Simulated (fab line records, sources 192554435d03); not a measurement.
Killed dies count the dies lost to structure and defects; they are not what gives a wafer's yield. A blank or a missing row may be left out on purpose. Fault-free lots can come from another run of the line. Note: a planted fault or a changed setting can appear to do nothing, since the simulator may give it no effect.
Split-lot trial ; flow n5Finfet ; 21 wafers read across 7 lots, on a route 1938 steps long

## SPLIT DETAILS
At N5_BEOL_M3_HM_DEP_02 (deposits TiN, target thk 20 nm), the setting targetThkA was moved away from the recipe's 200 angstrom on 6 of the 21 wafers read, by -11.6% to +9.9%. The other wafers ran this setting at the recipe's value.

## FROM THE SPLIT TO THE READING: what the file shows between them, 5 steps
- N5_BEOL_M3_COAT_73: time 60 s, resist thk 5 nm (also split here: tempC)
- N5_BEOL_M3_COAT_05: resist thk 30 nm
- N5_BEOL_M3_EBR_07
- N5_BEOL_M3_STRIP_75: strips in N2/H2
- N5_BEOL_M3_STRIP_66: strips in CF4

## THE READING
etch.depthNm (the simulator's own value, which no gauge read), in nm, at N5_BEOL_M3_HM_OPEN_17 (chemistry Cl2/BCl3, target TiN, target depth 20 nm, overetch 6 nm). No usual value for it is given in the file. The 15 wafers here that ran the recipe average 19.94 nm, standard deviation 0.16 nm.

wafer;tool, chamber at the split;targetThkA as run, angstrom;against the recipe;etch.depthNm, nm;against lot-mates on the recipe
L074.2;pvdSputter-03, -;200;recipe;19.77;-
L074.3;pvdSputter-03, -;200;recipe;19.68;-
L074.5;pvdSputter-03, -;200;recipe;19.85;-
L080.2;pvdSputter-01, -;200;recipe;20.04;-
L080.5;pvdSputter-01, -;176.8;-11.6%;17.62;-2.45
L080.6;pvdSputter-01, -;200;recipe;20.1;-
L082.1;pvdSputter-01, -;200;recipe;19.8;-
L082.2;pvdSputter-01, -;200;recipe;19.79;-
L082.5;pvdSputter-01, -;200;recipe;19.82;-
L084.1;pvdSputter-02, -;200;recipe;19.88;-
L084.2;pvdSputter-02, -;200;recipe;20.25;-
L084.3;pvdSputter-02, -;184.7;-7.7%;18.61;-1.45
L087.1;pvdSputter-01, -;200;recipe;19.94;-
L087.3;pvdSputter-01, -;200;recipe;20.06;-
L087.6;pvdSputter-01, -;213.7;+6.9%;21.24;+1.24
L089.1;pvdSputter-03, -;200;recipe;20.16;-
L089.4;pvdSputter-03, -;200;recipe;19.84;-
L089.6;pvdSputter-03, -;219.7;+9.9%;22.13;+2.13
L092.1;pvdSputter-02, -;191.8;-4.1%;19.53;-0.60
L092.2;pvdSputter-02, -;200;recipe;20.13;-
L092.4;pvdSputter-02, -;191.8;-4.1%;19.43;-0.70

THE FIT
A straight line over all 21 wafers: etch.depthNm changes by +0.194 nm for each +1% of targetThkA; r = +0.98; the points scatter about the line by 0.19 nm.
The same after taking each lot's own level away (the mean of its wafers on the recipe; 21 wafers): +0.201 nm for each +1%; r = +0.99; scatter 0.12 nm.
The reading moves by 2.3 nm for the largest change in targetThkA, on that fit.
The lots' own levels span 19.767 to 20.130 nm, that is 2.2 times the standard deviation above.
So the lot-to-lot level changes the slope little: the two slopes agree.
Check: with one of the wafers moved furthest among these (-11.6%) left out of the fit, the line predicts -2.23 nm for it against its lot-mates. It came out at -2.45 nm against them.

## THE OTHER SPLITS THESE WAFERS WENT THROUGH
Note: prior to the reading, these wafers also went through further splits. Each is held against what the fit with the lots' levels taken away leaves over:
other split on the same wafers;wafers away from the commonest value;r with etch.depthNm (lot level and that fit taken away)
N5_BEOL_M0_SAQP_COAT_34 spinRpm;5;-0.07
N5_BEOL_M1_COAT_05 spinRpm;8;-0.03
N5_BEOL_M1_EXPOSE_08 doseMj;4;-0.10
N5_BEOL_M2_COAT_22 spinRpm;5;-0.03
N5_BEOL_M3_COAT_73 tempC;8;+0.34

## THE WHOLE CHAIN: every reading that the file lists as answering this split, in the file's order
step;what it does;reading;change (the file's fit);r (the file's)
N5_BEOL_M3_HM_DEP_02;deposits TiN, target thk 20 nm;TiN_of_BEOL_M3_HM_DEP_02.thkNm (the simulator's own value, which no gauge read);+0.205 nm for each +1% of the setting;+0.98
N5_BEOL_M3_HM_OPEN_17;chemistry Cl2/BCl3, target TiN, target depth 20 nm, overetch 6 nm;etch.depthNm (the simulator's own value, which no gauge read);+0.203 nm for each +1% of the setting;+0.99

## THE FILE'S OWN FIT
etch.depthNm changes by +0.203 nm for each +1% of targetThkA, r = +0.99.
